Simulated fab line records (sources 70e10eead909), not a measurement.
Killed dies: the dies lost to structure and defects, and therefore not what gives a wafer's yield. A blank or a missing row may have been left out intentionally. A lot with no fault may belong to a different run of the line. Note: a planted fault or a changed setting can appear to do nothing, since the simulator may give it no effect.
Comparing a struck lot with a sound one + flow nand_harc + 13 out of 1302 route steps
Sound: the wafers L936.1, L936.3, L936.5. Struck: wafer L945.6. (L945.1, L945.4 of the same lot were not struck and are left out.) The cause comes at the end.
Order at every step that has rows: each side's tool, ch and its chambers, its first start. Under that, the readings that differ: sound wafers + struck wafers + difference of the means + sigmas: that difference in standard deviations of wafers without a fault.
alike: same words and numbers on both sides, and readings whose means sit less than 2 such deviations apart. not compared: any withheld reading, any reading some wafer has no value for, any bound like >300 that may hide the same value, and any number with overlapping values for which the record gives no deviation.
A row with sigmas, a row that says differs or no value, or rows on one side alone: a step with any of these is where the two part. When numbers do not overlap yet have no deviation, they are printed without sigmas and do not part them. A reading that every wafer of one side lacks parts them only if that side has two wafers or more.

NHARC_A_SOURCE_PLATE_THK_MEAS_09: measures by ellipsometry.
  struck on film_metro-01, day 13 00:34; sound on film_metro-02, day 9 11:19
  alike: thk_nm
then, 3 steps without rows for these wafers: NHARC_A_SOURCE_PLATE_PVD_04 (deposits WSi2, target thk 50 nm); NHARC_A_SOURCE_PLATE_CVD_03 (deposits poly-Si, target thk 200 nm, time 4000 s); NHARC_A_SOURCE_PLATE_ANNEAL_05 (time 1800 s).
NHARC_A_SOURCE_PLATE_THK_MEAS_06: measures by ellipsometry.
  struck on film_metro-01, day 13 13:06; sound on film_metro-01, day 9 23:45
  alike: thk_nm
NHARC_A_SOURCE_PLATE_INSPECT_08:
  struck on defect_inspect-02, day 13 13:10; sound on defect_inspect-01, day 9 23:49
| reading          | sound      | struck | difference | sigmas |
|------------------|------------|--------|------------|--------|
| raw_defect_count | 107 87 108 | 41     | -60        | -3     |
then, no rows for these wafers at 1 step: NHARC_A_ONON_D1_DEP_00 (target thk 1000 nm).
NHARC_A_ONON_D1_THK_MEAS_02: measures by ellipsometry.
  struck on film_metro-01, day 13 13:44; sound on film_metro-02, day 10 00:24
  alike: thk_nm
then, no rows for these wafers at 1 step: NHARC_A_ONON_D1_DEP_03 (target thk 1000 nm).
NHARC_A_ONON_D1_THK_MEAS_05: measures by ellipsometry.
  struck on film_metro-02, day 13 14:19; sound on film_metro-02, day 10 00:58
  alike: thk_nm
NHARC_A_ONON_D1_DEP_06: target thk 1000 nm.
  sound on pecvd_onon-01 ch 0, day 10 01:01; struck on pecvd_onon-03 ch 0, day 13 14:22
NHARC_A_ONON_D1_THK_MEAS_08: measures by ellipsometry.
  struck on film_metro-02, day 13 14:53; sound on film_metro-02, day 10 01:32
| reading     | sound          | struck | difference | sigmas |
|-------------|----------------|--------|------------|--------|
| thk_nm (nm) | 1027 1026 1025 | 725    | -301       | -27    |
then, no rows for these wafers at 1 step: NHARC_A_ONON_D1_DEP_09 (target thk 1000 nm).

## WHERE THEY PART
First at NHARC_A_SOURCE_PLATE_INSPECT_08; last, within this record, at NHARC_A_ONON_D1_THK_MEAS_08.

WHY: the cause the simulator had injected
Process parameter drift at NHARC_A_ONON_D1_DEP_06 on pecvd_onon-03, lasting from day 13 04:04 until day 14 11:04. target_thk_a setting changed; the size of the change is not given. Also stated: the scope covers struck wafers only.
